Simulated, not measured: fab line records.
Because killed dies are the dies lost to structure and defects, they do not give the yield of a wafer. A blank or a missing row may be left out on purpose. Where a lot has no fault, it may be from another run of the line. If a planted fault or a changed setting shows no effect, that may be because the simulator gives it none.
Chamber matching / flow nand-harc / NHARC_A_M0_PRE_CLEAN_31 on pecvd-01: 3 sister chambers
The step time 12 s. 30 wafers are shown with their chamber, then 12 later ones without.

== EACH WAFER AND ITS CHAMBER ==
wafer=L077.1; chamber=0; heater-power-w (W)=633
wafer=L077.2; chamber=2; heater-power-w (W)=619
wafer=L077.6; chamber=0; heater-power-w (W)=641
wafer=L076.1; chamber=2; heater-power-w (W)=630
wafer=L076.3; chamber=0; heater-power-w (W)=620
wafer=L076.5; chamber=1; heater-power-w (W)=670
wafer=L079.2; chamber=0; heater-power-w (W)=608
wafer=L079.3; chamber=2; heater-power-w (W)=660
wafer=L079.6; chamber=2; heater-power-w (W)=639
wafer=L078.3; chamber=0; heater-power-w (W)=637
wafer=L078.4; chamber=0; heater-power-w (W)=635
wafer=L078.6; chamber=1; heater-power-w (W)=564
wafer=L081.3; chamber=0; heater-power-w (W)=598
wafer=L081.4; chamber=2; heater-power-w (W)=566
wafer=L081.6; chamber=0; heater-power-w (W)=614
wafer=L083.1; chamber=0; heater-power-w (W)=564
wafer=L083.2; chamber=2; heater-power-w (W)=585
wafer=L083.5; chamber=0; heater-power-w (W)=556
wafer=L084.1; chamber=0; heater-power-w (W)=644
wafer=L084.5; chamber=0; heater-power-w (W)=658
wafer=L084.6; chamber=2; heater-power-w (W)=583
wafer=L082.1; chamber=0; heater-power-w (W)=548
wafer=L082.2; chamber=2; heater-power-w (W)=603
wafer=L082.5; chamber=2; heater-power-w (W)=575
wafer=L088.1; chamber=2; heater-power-w (W)=639
wafer=L088.2; chamber=0; heater-power-w (W)=556
wafer=L088.4; chamber=0; heater-power-w (W)=547
wafer=L085.2; chamber=0; heater-power-w (W)=659
wafer=L085.5; chamber=1; heater-power-w (W)=608
wafer=L085.6; chamber=2; heater-power-w (W)=682

SIGNATURES (averages over the wafers above)
reading=heater-power-w; chamber 0=607.38; chamber 1=614.00; chamber 2=616.45; scatter within a chamber=40.5
Rule: for a wafer and a chamber, the distance is found by dividing, reading by reading, the gap between the wafer's reading and the chamber's mean by the reading's scatter, squaring, summing and taking the root. The wafer belongs to the nearest chamber; if the next one is less than 2 further off, it can't be placed. The scatter is the square root of a quotient: the sum, over the shown wafers, of each reading's squared deviation from its chamber's mean, divided by wafers minus chambers.

== WAFERS WITHOUT THEIR CHAMBER ==
wafer=L091.4; heater-power-w (W)=635
wafer=L091.5; heater-power-w (W)=592
wafer=L091.6; heater-power-w (W)=586
wafer=L094.1; heater-power-w (W)=606
wafer=L094.3; heater-power-w (W)=641
wafer=L094.6; heater-power-w (W)=619
wafer=L096.1; heater-power-w (W)=605
wafer=L096.2; heater-power-w (W)=671
wafer=L096.3; heater-power-w (W)=629
wafer=L097.1; heater-power-w (W)=666
wafer=L097.3; heater-power-w (W)=563
wafer=L097.4; heater-power-w (W)=557

== CHAMBER TAKEN BY EACH ==
wafer=L091.4; from the rows above=can't be placed: 2 or 1 or 0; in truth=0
wafer=L091.5; from the rows above=can't be placed: 0 or 1 or 2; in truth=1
wafer=L091.6; from the rows above=can't be placed: 0 or 1 or 2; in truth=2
wafer=L094.1; from the rows above=can't be placed: 0 or 1 or 2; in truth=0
wafer=L094.3; from the rows above=can't be placed: 2 or 1 or 0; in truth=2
wafer=L094.6; from the rows above=can't be placed: 2 or 1 or 0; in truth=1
wafer=L096.1; from the rows above=can't be placed: 0 or 1 or 2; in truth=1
wafer=L096.2; from the rows above=can't be placed: 2 or 1 or 0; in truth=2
wafer=L096.3; from the rows above=can't be placed: 2 or 1 or 0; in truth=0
wafer=L097.1; from the rows above=can't be placed: 2 or 1 or 0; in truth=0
wafer=L097.3; from the rows above=can't be placed: 0 or 1 or 2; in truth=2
wafer=L097.4; from the rows above=can't be placed: 0 or 1 or 2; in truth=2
Placed correctly: 0 of 12. Not placeable from these rows: 12 (in 12, the candidates include the true chamber). 0 placed wrongly.
